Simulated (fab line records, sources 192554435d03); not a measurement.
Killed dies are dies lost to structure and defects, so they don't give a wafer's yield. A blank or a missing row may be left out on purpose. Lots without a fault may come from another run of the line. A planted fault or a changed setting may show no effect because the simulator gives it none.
Which tool did it? | flow n5_finfet | 10 lots, 27 wafers sampled, at 4 steps of a route of 1938

WHAT THE GAUGES READ, wafer by wafer
N5_BEOL_M1_INSPECT_59: inspects for defects (darkfield).
lot  | measured     | on                | raw_defect_count
L627 | day 6 08:17  | defect_inspect-02 | 67 102
L628 | day 6 12:16  | defect_inspect-02 | 54 61 24
L629 | day 6 16:39  | defect_inspect-01 | 52 77
L637 | day 8 15:01  | defect_inspect-01 | 354 336 357
L639 | day 9 08:57  | defect_inspect-02 | 378 408 372
L643 | day 9 23:32  | defect_inspect-01 | 74 73 90
L645 | day 10 16:20 | defect_inspect-01 | 79 70 65
L648 | day 11 13:24 | defect_inspect-02 | 44 41
L649 | day 11 21:01 | defect_inspect-02 | 61 64 49
L650 | day 12 07:14 | defect_inspect-01 | 65 61 55

WHICH TOOL RAN EACH LOT (tool, then ch and the chambers of the sampled wafers, then the start)
lot  | N5_BEOL_M1_STRIP_97                           | N5_BEOL_M1_ANNEAL_89         | N5_BEOL_M1_PRE_CLEAN_60
L627 | rie_diel-03 ch 0,3, day 6 06:25 or earlier    | pvd_sputter-03, day 6 06:25  | cvd_co-01 ch 0,2, day 6 08:02
L628 | rie_diel-03 ch 1,2,3, day 6 10:04 or earlier  | pvd_sputter-01, day 6 10:04  | cvd_co-02 ch 0,2, day 6 11:59
L629 | rie_diel-01 ch 1,3, day 6 14:35 or earlier    | pvd_sputter-03, day 6 14:35  | cvd_co-01 ch 1,2, day 6 16:24
L637 | rie_diel-03 ch 0,1,3, day 8 12:55 or earlier  | pvd_sputter-02, day 8 12:55  | cvd_co-02 ch 0,2, day 8 14:46
L639 | rie_diel-01 ch 0,2,3, day 9 07:04 or earlier  | pvd_sputter-01, day 9 07:04  | cvd_co-02 ch 0,2, day 9 08:42
L643 | rie_diel-01 ch 0,2,3, day 9 21:37 or earlier  | pvd_sputter-03, day 9 21:37  | cvd_co-01 ch 1,2, day 9 23:16
L645 | rie_diel-03 ch 0,1,2, day 10 14:26 or earlier | pvd_sputter-03, day 10 14:26 | cvd_co-01 ch 0,1,2, day 10 16:05
L648 | rie_diel-01 ch 1,2, day 11 11:28 or earlier   | pvd_sputter-01, day 11 11:28 | cvd_co-01 ch 0,1, day 11 13:07
L649 | rie_diel-01 ch 1,2,3, day 11 19:07 or earlier | pvd_sputter-01, day 11 19:07 | cvd_co-02 ch 1,2, day 11 20:46
L650 | rie_diel-03 ch 0,1,2, day 12 05:13 or earlier | pvd_sputter-01, day 12 05:13 | cvd_co-01 ch 0,1,2, day 12 06:59
- N5_BEOL_M1_STRIP_97: strips in N2/H2, time 10 s.
- N5_BEOL_M1_ANNEAL_89: time 240 s.
- N5_BEOL_M1_PRE_CLEAN_60: time 15 s.

THE ANSWER, worked out from the rows above alone
Rule: what is usual is taken from the lots themselves. Put in order of their means at a reading, lots are off if they are a third of the lots or fewer, leave a main group of 4 or more, and stand apart from it by a gap of 3 or more times the standard deviation of the main group's means; of several such gaps the widest counts. A main group whose means are all the same, to the digits that the tables above print for the reading, isn't used. A lot without any number at a reading at which 4 lots or more have one is off too. The other lots that the step has rows for count as sound.
Off: L637, L639, at N5_BEOL_M1_INSPECT_59 (raw_defect_count). The main group: mean 63, standard deviation 14.
A tool fits if, at a process step before that reading, it ran every lot that is off, and no sound lot after the first of them. The gauges at N5_BEOL_M1_INSPECT_59 are tried like those tools. N5_BEOL_M1_STRIP_97 gives no start for some lots, so the hours and the order of its lots are those of N5_BEOL_M1_ANNEAL_89. None of those tried fits.

WHAT THE SIMULATOR HAD PUT IN
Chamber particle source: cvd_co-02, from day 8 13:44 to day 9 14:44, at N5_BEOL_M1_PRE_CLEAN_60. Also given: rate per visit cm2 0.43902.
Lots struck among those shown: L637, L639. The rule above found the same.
